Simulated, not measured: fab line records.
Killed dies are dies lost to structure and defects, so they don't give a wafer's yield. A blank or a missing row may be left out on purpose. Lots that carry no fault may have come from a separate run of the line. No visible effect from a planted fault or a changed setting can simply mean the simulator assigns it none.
The tool behind it: which one? | flow nand-harc | Sampling: 11 lots, 33 wafers, 6 of 1302 route steps

== WHAT EACH GAUGE READ, for each wafer ==
NHARC_P_M1_CD_MEAS_16. Usual: 130.0 nm for cd-nm, sd 0.86.
lot  | measured     | on        | cd-nm (nm)        | flag
L709 | day 6 05:10  | cd-sem-02 | 128.2 130.8 130.4 |
L710 | day 6 18:28  | cd-sem-01 | 130.6 130.8 129.9 |
L715 | day 9 02:13  | cd-sem-03 | 129.8 130.4 129.7 |
L716 | day 9 08:02  | cd-sem-01 | 130.4 127.3 128.3 |
L717 | day 9 14:26  | cd-sem-03 | 131.1 129.7 130.5 |
L718 | day 10 01:05 | cd-sem-03 | 129.2 131.5 129.8 |
L721 | day 11 03:35 | cd-sem-01 | 130.3 130.2 130.6 |
L723 | day 12 07:29 | cd-sem-03 | 130.0 130.7 130.8 |
L725 | day 12 22:40 | cd-sem-03 | 130.4 130.2 128.8 |
L728 | day 14 00:31 | cd-sem-02 | 130.8 130.7 131.1 |
L731 | day 15 12:17 | cd-sem-01 | 130.8 130.4 131.6 |

NHARC_P_M1_THK_MEAS_24: measures by xrf. Usual: 158.2 nm for thk-nm, sd 1.5.
lot  | measured     | on            | thk-nm (nm)       | flag
L709 | day 6 07:18  | film-metro-01 | 157.2 161.8 159.8 |
L710 | day 6 21:16  | film-metro-01 | 157.3 159.8 156.8 |
L715 | day 9 04:20  | film-metro-02 | 158.0 159.8 158.8 |
L716 | day 9 10:09  | film-metro-01 | 157.1 155.7 158.1 |
L717 | day 9 16:39  | film-metro-02 | 157.7 158.3 157.5 |
L718 | day 10 03:16 | film-metro-01 | 157.3 159.8 158.8 |
L721 | day 11 05:42 | film-metro-02 | 157.2 159.5 158.5 |
L723 | day 12 09:37 | film-metro-02 | 158.6 159.3 159.9 |
L725 | day 13 00:46 | film-metro-01 | 162.1 159.8 159.4 |
L728 | day 14 02:37 | film-metro-01 | 156.8 157.8 158.2 |
L731 | day 15 14:25 | film-metro-01 | 157.9 158.8 155.9 |

NHARC_P_M2_CD_MEAS_09 targets a cd of 170 nm. Usual: 170.0 nm for cd-nm, sd 0.6.
lot  | measured     | on        | cd-nm (nm)        | flag
L709 | day 6 08:44  | cd-sem-03 | 170.5 169.4 170.4 |
L710 | day 6 22:54  | cd-sem-03 | 170.3 170.5 170.1 |
L715 | day 9 05:53  | cd-sem-02 | 169.9 171.1 169.5 |
L716 | day 9 11:33  | cd-sem-02 | 170.4 169.6 170.7 |
L717 | day 9 18:12  | cd-sem-03 | 166.2 166.0 166.4 | OFF
L718 | day 10 04:42 | cd-sem-01 | 166.7 167.7 167.1 | OFF
L721 | day 11 07:16 | cd-sem-03 | 168.0 167.6 168.4 | OFF
L723 | day 12 11:10 | cd-sem-01 | 170.5 169.2 169.5 |
L725 | day 13 02:19 | cd-sem-02 | 169.6 169.3 170.2 |
L728 | day 14 04:02 | cd-sem-02 | 170.1 169.6 169.8 |
L731 | day 15 15:58 | cd-sem-02 | 168.6 168.7 169.7 |

NHARC_END_SORT_01. Usual: defect-limited-yield 91.6 %, standard deviation 2.8; killed-at-array 53, standard deviation 19; killed-at-other 0.8, standard deviation 1.2; killed-at-periphery 3.7, standard deviation 2.3; killed-dies 57, standard deviation 19; killed-open 3.2, standard deviation 1.7; killed-short 2.6, standard deviation 1.8; sort_bin_2_pct 3.0 %, standard deviation 1.2; sort_bin_3_pct 0.7 %, standard deviation 0.4; sort_bin_4_pct 4.8 %, standard deviation 1.5; sort-n-pass 620, standard deviation 19; sort-rim-yield-pct 90 %, standard deviation 4.8; sort-yield-pct 91.6 %, standard deviation 2.8.
lot  | measured     | on        | defect-limited-yield (%) | killed-at-array | killed-at-other | killed-at-periphery | killed-dies | killed-open | killed-short | sort_bin_2_pct (%) | sort_bin_3_pct (%) | sort_bin_4_pct (%) | sort-n-pass | sort-rim-yield-pct (%) | sort-yield-pct (%) | flag
L709 | day 25 03:39 | prober-01 | 88.2 91.6 88.5           | 78 55 72        | 0 0 0           | 2 2 6               | 80 57 78    | 3 5 5       | 3 2 6        | 3.8 3.0 4.3        | 0.6 0.6 1.0        | 7.4 4.9 6.2        | 597 620 599 | 91 85 84               | 88.2 91.6 88.5     |
L710 | day 25 04:31 | prober-02 | 91.1 90.7 90.4           | 56 57 57        | 1 0 0           | 3 6 8               | 60 63 65    | 3 2 6       | 4 3 2        | 2.7 3.0 4.4        | 0.9 1.6 0.1        | 5.3 4.7 5.0        | 617 614 612 | 88 89 87               | 91.1 90.7 90.4     |
L716 | day 27 08:58 | prober-01 | 88.8 88.0 90.1           | 73 80 64        | 2 0 0           | 1 1 3               | 76 81 67    | 2 4 6       | 1 3 3        | 3.5 3.8 3.1        | 1.0 1.3 1.8        | 6.6 6.8 5.0        | 601 596 610 | 85 84 89               | 88.8 88.0 90.1     |
L718 | day 28 15:47 | prober-01 | 91.9 93.1 92.6           | 53 44 43        | 0 1 2           | 2 2 5               | 55 47 50    | 4 4 6       | 1 1 2        | 2.4 2.8 2.7        | 0.7 0.3 1.2        | 5.0 3.8 3.5        | 622 630 627 | 93 92 84               | 91.9 93.1 92.6     |
L725 | day 30 20:38 | prober-01 | 91.9 90.5 90.3           | 51 59 62        | 1 2 0           | 3 3 4               | 55 64 66    | 3 2 3       | 1 1 5        | 2.8 3.4 4.1        | 1.0 0.1 0.4        | 4.3 5.9 5.2        | 622 613 611 | 89 91 93               | 91.9 90.5 90.3     |
L728 | day 33 03:26 | prober-01 | 93.8 94.5 93.2           | 35 29 31        | 1 1 5           | 6 7 10              | 42 37 46    | 2 4 4       | 5 1 2        | 1.9 1.6 1.9        | 0.1 0.3 0.3        | 4.1 3.5 4.6        | 635 640 631 | 88 93 89               | 93.8 94.5 93.2     |

== WHAT TOOL EACH LOT RAN ON (gives the tool, then ch and the chambers of the sampled wafers, and finally the start) ==
lot  | NHARC_P_M1_ETCH_28                            | NHARC_P_M2_EXPOSE_06
L709 | rie-diel-02 ch 1,2,3, day 6 07:18 or earlier  | arfi-scanner-02 ch 0, day 6 08:35
L710 | rie-diel-02 ch 1,2, day 6 21:16 or earlier    | arfi-scanner-03 ch 0, day 6 22:46
L715 | rie-diel-04 ch 0,1,2, day 9 04:20 or earlier  | arfi-scanner-01 ch 0, day 9 05:44
L716 | rie-diel-05 ch 0,1,3, day 9 10:09 or earlier  | arfi-scanner-01 ch 0, day 9 11:25
L717 | rie-diel-02 ch 1,2, day 9 16:39 or earlier    | arfi-scanner-03 ch 0, day 9 18:04
L718 | rie-diel-05 ch 0,2, day 10 03:16 or earlier   | arfi-scanner-03 ch 0, day 10 04:34
L721 | rie-diel-02 ch 0,1,2, day 11 05:42 or earlier | arfi-scanner-03 ch 0, day 11 07:07
L723 | rie-diel-02 ch 1,2,3, day 12 09:37 or earlier | arfi-scanner-02 ch 0, day 12 11:02
L725 | rie-diel-05 ch 0,1,2, day 13 00:46 or earlier | arfi-scanner-01 ch 0, day 13 02:11
L728 | rie-diel-02 ch 0,1,2, day 14 02:37 or earlier | arfi-scanner-01 ch 0, day 14 03:54
L731 | rie-diel-05 ch 2,3, day 15 14:25 or earlier   | arfi-scanner-01 ch 0, day 15 15:50
- NHARC_P_M1_ETCH_28: etches the open film in CF4/N2, target depth 30 nm, time 72.99 s.
- NHARC_P_M2_EXPOSE_06: exposes mask P M2, target cd 170 nm.

== WHAT THE TOOLS THEMSELVES READ (means of the sampled wafers that have a number; where no wafer has one, the mark that the record gives instead) ==
NHARC_P_M1_ETCH_28. Usual: cf4-flow-sccm 50.01 sccm, standard deviation 0.14; drypump-motor-current-A 5.6 A, standard deviation 0.5; oes-product-au 1.000 a.u., standard deviation 0.0085; rf-vpp-V 314.4 V, standard deviation 2.2; showerhead-plenum-p-Torr 2.65 Torr, standard deviation 0.12; throttle-valve-pct 19.794 %, standard deviation 0.0093.
lot  | tool        | cf4-flow-sccm (sccm) | drypump-motor-current-A (A) | oes-product-au (a.u.) | rf-vpp-V (V) | showerhead-plenum-p-Torr (Torr) | throttle-valve-pct (%) | flag
L709 | rie-diel-02 | 50.14                | 5.1                         | 1.001                 | 314.5        | 2.63                            | 19.782                 |
L710 | rie-diel-02 | 50.11                | 5.2                         | 1.003                 | 313.2        | 2.62                            | 19.799                 |
L715 | rie-diel-04 | 49.94                | 6.3                         | 0.998                 | 313.9        | 2.61                            | 19.788                 |
L716 | rie-diel-05 | 50.01                | 6.0                         | 0.991                 | 313.7        | 2.60                            | 19.786                 |
L717 | rie-diel-02 | 49.84                | 5.2                         | 0.994                 | 313.5        | 2.61                            | 19.795                 |
L718 | rie-diel-05 | 50.13                | 5.6                         | 0.992                 | 315.9        | 2.73                            | 19.796                 |
L721 | rie-diel-02 | 49.94                | 5.4                         | 0.996                 | 314.7        | 2.66                            | 19.792                 |
L723 | rie-diel-02 | 49.95                | 5.2                         | 1.005                 | 314.1        | 2.63                            | 19.790                 |
L725 | rie-diel-05 | 50.16                | 5.8                         | 1.007                 | 315.6        | 2.70                            | 19.790                 |
L728 | rie-diel-02 | 50.00                | 5.4                         | 0.997                 | 315.2        | 2.66                            | 19.790                 |
L731 | rie-diel-05 | 50.07                | 6.0                         | 0.999                 | 314.6        | 2.64                            | 19.793                 |

NHARC_P_M2_EXPOSE_06. Usual: 80.77 for exposure-dose-mJ-cm2, sd 0.075.
lot  | tool            | exposure-dose-mJ-cm2 | flag
L709 | arfi-scanner-02 | 80.71                |
L710 | arfi-scanner-03 | 80.77                |
L715 | arfi-scanner-01 | 80.80                |
L716 | arfi-scanner-01 | 80.71                |
L717 | arfi-scanner-03 | 76.79                | OFF
L718 | arfi-scanner-03 | 77.59                | OFF
L721 | arfi-scanner-03 | 78.14                | OFF
L723 | arfi-scanner-02 | 80.76                |
L725 | arfi-scanner-01 | 80.86                |
L728 | arfi-scanner-01 | 80.85                |
L731 | arfi-scanner-01 | 80.79                |

== THE ANSWER, worked out from the rows above alone ==
Rule: a lot counts as off when the mean over its wafers that have a number is more than 3 standard deviations away from the usual mean. Also off: a lot with no number at a reading for which 4 or more lots have one. All remaining lots with rows at the step are treated as sound. After the gauges, taken in route order, come the tools' own readings; for these a lot's mean is taken, as printed above. At the first step where some lot is off, the reading lying furthest off is the one used; lots without a number count as furthest.
Off: L717, L718, L721 (NHARC_P_M2_CD_MEAS_09, cd-nm).
A tool fits if, at a process step before that reading, it ran every lot that is off, and no sound lot after the first of them. Not tried: the gauges at NHARC_P_M2_CD_MEAS_09; whatever is off there is also off at NHARC_P_M2_EXPOSE_06, on other tools, and gauge error can't account for it. NHARC_P_M1_ETCH_28: start missing for some lots; hours and lot order therefore follow NHARC_P_M1_THK_MEAS_24. One fits: NHARC_P_M2_EXPOSE_06 on arfi-scanner-03. A fault onset in the window from L710 (day 6 22:46, its last sound lot) to L717 (day 9 18:04, its first lot off) fits.
On the lots that are off, the tool's own readings at NHARC_P_M2_EXPOSE_06 differ by more than 5 times the standard deviation of the sound lots' means, which bears it out; exposure-dose-mJ-cm2 reads 77.51 there versus 80.78 on the sound lots.

== WHAT HAD BEEN PUT IN BY THE SIMULATOR ==
Process parameter drift: arfi-scanner-03, from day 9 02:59 on, at NHARC_P_M2_EXPOSE_06. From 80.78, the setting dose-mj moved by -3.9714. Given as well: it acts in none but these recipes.
Shown lots that were struck: L717, L718, L721. The same result came from the rule above.
